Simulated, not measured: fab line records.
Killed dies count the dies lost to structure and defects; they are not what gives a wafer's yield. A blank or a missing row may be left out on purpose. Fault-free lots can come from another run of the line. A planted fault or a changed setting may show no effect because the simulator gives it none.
Matching of chambers | flow n5Finfet | N5_BEOL_M12_ETCH_38 on rieDiel-02: 4 sister chambers
The step etches SiCN in CF4/N2, target depth 68.7 nm, time 73.4 s. 22 wafers are shown with their chamber, then 11 later ones without.

WAFERS, EACH WITH ITS CHAMBER
wafer  | chamber | drypumpMotorCurrentA (A) | showerheadPlenumPTorr (Torr) | throttleValvePct (%)
L074.1 | 2       | 4.8                      | 2.25                         | 15.35
L074.3 | 1       | 5.7                      | 2.09                         | 15.38
L074.6 | 0       | 5.9                      | 2.27                         | 15.53
L077.2 | 3       | 5.2                      | 2.16                         | 15.60
L077.3 | 1       | 5.7                      | 2.09                         | 15.40
L077.6 | 1       | 5.6                      | 2.09                         | 15.39
L081.2 | 1       | 5.7                      | 2.09                         | 15.39
L081.3 | 3       | 5.2                      | 2.16                         | 15.60
L081.6 | 1       | 5.7                      | 2.09                         | 15.42
L083.2 | 0       | 5.9                      | 2.27                         | 15.12
L083.3 | 1       | 5.6                      | 2.08                         | 15.44
L083.5 | 3       | 5.2                      | 2.15                         | 15.63
L086.2 | 0       | 5.9                      | 2.27                         | 15.13
L086.3 | 3       | 5.2                      | 2.15                         | 15.65
L086.6 | 0       | 5.9                      | 2.27                         | 15.15
L089.1 | 3       | 5.2                      | 2.15                         | 15.67
L089.3 | 2       | 4.8                      | 2.24                         | 15.45
L089.5 | 0       | 5.9                      | 2.26                         | 15.15
L090.4 | 0       | 5.9                      | 2.26                         | 15.16
L090.5 | 1       | 5.6                      | 2.34                         | 14.97
L090.6 | 2       | 4.8                      | 2.24                         | 15.45
L091.2 | 0       | 5.9                      | 2.26                         | 15.15

SIGNATURES (averages over the wafers above)
reading               | chamber 0 | chamber 1 | chamber 2 | chamber 3 | scatter within a chamber
drypumpMotorCurrentA  | 5.900     | 5.657     | 4.800     | 5.200     | 0.0309
showerheadPlenumPTorr | 2.2657    | 2.1243    | 2.2433    | 2.1540    | 0.0551
throttleValvePct      | 15.1986   | 15.3414   | 15.4167   | 15.6300   | 0.13
Rule: for a wafer and a chamber, the distance is found by dividing, reading by reading, the gap between the wafer's reading and the chamber's mean by the reading's scatter, squaring, summing and taking the root. The wafer belongs to the nearest chamber; if the next one is less than 2 further off, it can't be placed. The scatter is the square root of a quotient: the sum, over the shown wafers, of each reading's squared deviation from its chamber's mean, divided by wafers minus chambers.

WAFERS WHOSE CHAMBER IS MISSING
wafer  | drypumpMotorCurrentA (A) | showerheadPlenumPTorr (Torr) | throttleValvePct (%)
L091.4 | 5.2                      | 2.14                         | 15.66
L091.6 | 5.9                      | 2.26                         | 15.17
L093.2 | 5.7                      | 2.34                         | 14.98
L093.4 | 5.9                      | 2.26                         | 15.16
L093.5 | 5.9                      | 2.26                         | 15.14
L097.3 | 5.2                      | 2.14                         | 15.70
L097.4 | 5.2                      | 2.14                         | 15.70
L097.5 | 5.9                      | 2.26                         | 15.18
L095.2 | 5.2                      | 2.14                         | 15.68
L095.5 | 5.9                      | 2.26                         | 15.17
L095.6 | 5.2                      | 2.14                         | 15.68

EACH ONE'S CHAMBER
wafer  | from the rows above     | in truth
L091.4 | 3                       | 3
L091.6 | 0                       | 0
L093.2 | can't be placed: 1 or 0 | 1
L093.4 | 0                       | 0
L093.5 | 0                       | 0
L097.3 | 3                       | 3
L097.4 | 3                       | 3
L097.5 | 0                       | 0
L095.2 | 3                       | 3
L095.5 | 0                       | 0
L095.6 | 3                       | 3
Correctly placed: 10 of 11. Not placeable from these rows: 1 (in 1, the candidates include the true chamber). 0 placed wrongly.
